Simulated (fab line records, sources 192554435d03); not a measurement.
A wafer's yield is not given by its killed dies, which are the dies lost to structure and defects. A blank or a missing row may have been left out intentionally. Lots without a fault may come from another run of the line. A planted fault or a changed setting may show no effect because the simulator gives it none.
Comparing a struck lot with a sound one / flow n5Finfet / 27 out of 1938 route steps
Sound: the wafers L489.1, L489.3, L489.6. Wafers struck: L498.1, L498.5, L498.6. The cause is named last.
For every step that has rows: the tool of each side, followed by ch and its chambers, followed by its first start. Under that, the readings that differ: sound wafers / struck wafers / difference of the means / sigmas: that difference in standard deviations of wafers without a fault.
alike: readings with means less than 2 such deviations apart, plus words and numbers identical on both sides. not compared: withheld readings, readings lacking a value on some wafer, bounds such as >300 that could conceal the same value, and numbers that have no deviation in the record and whose values overlap.
A row with sigmas, a row that says differs or no value, or rows on one side alone: a step with any of these is where the two part. When numbers do not overlap yet have no deviation, they are printed without sigmas and do not part them. A reading that every wafer of one side lacks parts them only if that side has two wafers or more.

first, 1 step without rows for these wafers: N5_BEOL_M14_SPUTTER_44 (material Ta, target thk 15 nm, time 24.19 s).
N5_BEOL_M14_SPUTTER_45: material Cu, target thk 100 nm, time 16.67 s.
  sound: pvdSputter-01 at day 12 14:02; struck: pvdSputter-01 at day 15 14:17
  alike: biasV, throttleValvePct
then, 1 step without rows for these wafers: N5_BEOL_M14_ECD_47 (material Cu, target thk 1248 nm).
N5_BEOL_M14_ANNEAL_48: time 90 s.
  sound on rtpAnneal-02 ch 0, day 12 14:21; struck on rtpAnneal-01 ch 0, day 15 14:35
  alike: wafer_temp_C_max
N5_BEOL_M14_CMP_49: polishes, stops on SiO2, t overpolish 5.2 s, target thk 560 nm.
  sound on cmp-03 ch 0,3, day 12 14:39; struck on cmp-04 ch 0,2,3, day 15 14:59
  alike: barrierFieldEndpointS, motorCurrentA, overpolishRunS, platenRpm, timeToEndpointS
N5_BEOL_M14_THK_MEAS_50: measures by xrf.
  sound: filmMetro-01 at day 12 14:56; struck: filmMetro-01 at day 15 15:10
  alike: M14_THK
then, 2 steps without rows for these wafers: N5_BEOL_M14_PRE_CLEAN_52 (time 15 s); N5_BEOL_M14_DEP_53 (deposits SiCN from 3MS/NH3, target thk 50 nm, time 17.8 s).
N5_BEOL_M14_RS_MEAS_54: measures by four-point-probe.
  sound: filmMetro-01 at day 12 15:07; struck: filmMetro-02 at day 15 15:18
  alike: M14_RS
N5_BEOL_M14_INSPECT_55: inspects for defects (darkfield).
  sound: defectInspect-02 at day 12 15:08; struck: defectInspect-02 at day 15 15:20
  alike: rawDefectCount
then, 1 step without rows for these wafers: N5_BEOL_M15_ILD_DEP_00 (deposits SiO2 from TEOS/O2, target thk 1629.3 nm, time 346.1 s).
N5_BEOL_M15_THK_MEAS_01:
  sound: filmMetro-02 at day 12 15:26; struck: filmMetro-02 at day 15 15:37
  alike: M15_ILD_THK
N5_BEOL_M15_COAT_58: time 60 s, resist thk 89 nm.
  sound on lithoTrack-02 ch 0, day 12 15:28; struck on lithoTrack-02 ch 0, day 15 15:39
reading=spinSpeedRpm (rpm); sound=1499.8 1500.4 1500.1; struck=1602.1 1603.1 1602.2; difference=+102.4; sigmas=+99 or more
reading=model.BARC_of_BEOL_M15_COAT_58.thkNm (nm); sound=89 89 88.8; struck=86.4 86.4 86.6; difference=-2.5; sigmas=
  alike: chillPlateTempC
then, 7 steps without rows for these wafers: N5_BEOL_M15_COAT_04 (resist thk 800 nm); N5_BEOL_M15_EBR_06; N5_BEOL_M15_SOFTBAKE_05 (time 60 s); N5_BEOL_M15_EXPOSE_07 (exposes mask V14); N5_BEOL_M15_PEB_08 (peb time 90 s); N5_BEOL_M15_DEVELOP_09 (develop time 45 s); N5_BEOL_M15_HARDBAKE_14 (time 120 s).
N5_BEOL_M15_CD_MEAS_10: target cd 360 nm.
  sound on cdSem-02 ch 0, day 12 15:44; struck on cdSem-03 ch 0, day 15 15:55
  alike: cdNm
N5_BEOL_M15_OVL_MEAS_11:
  sound on overlay-02 ch 0, day 12 15:46; struck on overlay-01 ch 0, day 15 15:57
  alike: V14_OVL
N5_BEOL_M15_INSPECT_12: inspects for defects (macro).
  sound: defectInspect-02 at day 12 15:47; struck: defectInspect-02 at day 15 15:58
  alike: rawDefectCount
N5_BEOL_M15_DESCUM_15: chemistry O2, time 7.9 s.
  sound on rieDiel-05 ch 0,3, day 12 15:49; struck on rieDiel-02 ch 0,1, day 15 16:01
  alike: drypumpMotorCurrentA, o2FlowSccm, oesProductAu, rfVppV, showerheadPlenumPTorr, throttleValvePct
  not compared: rfHoursCounterH
N5_BEOL_M15_ETCH_59: etches BARC in N2/H2, target depth 89 nm, overetch 26.7 nm, time 67.9 s.
  sound on rieDiel-05 ch 0,3, day 12 15:51; struck on rieDiel-02 ch 0,1, day 15 16:02
reading=model.etch.depthNm (nm); sound=88.97 89 88.88; struck=86.4 86.31 86.68; difference=-2.5; sigmas=
  alike: drypumpMotorCurrentA, oesProductAu, rfVppV, showerheadPlenumPTorr, throttleValvePct
  not compared: rfHoursCounterH
N5_BEOL_M15_VIA_ETCH_16: etches SiO2 in C4F8/O2/Ar, target depth 1792.2 nm.
  sound on rieDiel-05 ch 0,3, day 12 15:55; struck on rieDiel-02 ch 0,1, day 15 16:05
  alike: drypumpMotorCurrentA, oesProductAu, rfVppV, showerheadPlenumPTorr, throttleValvePct
after that, 1 step had no rows for these wafers: N5_PASSIVATION_PROBE_49.

== WHERE THEY PART ==
At N5_BEOL_M15_COAT_58 and nowhere else, as far as this record goes. Later steps at which nothing parts them and some readings are alike: N5_BEOL_M15_CD_MEAS_10, N5_BEOL_M15_OVL_MEAS_11, N5_BEOL_M15_INSPECT_12, N5_BEOL_M15_DESCUM_15, N5_BEOL_M15_ETCH_59, N5_BEOL_M15_VIA_ETCH_16.

WHY: whatever the simulator had introduced
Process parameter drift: lithoTrack-02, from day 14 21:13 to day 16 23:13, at N5_BEOL_M15_COAT_58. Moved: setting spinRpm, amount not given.
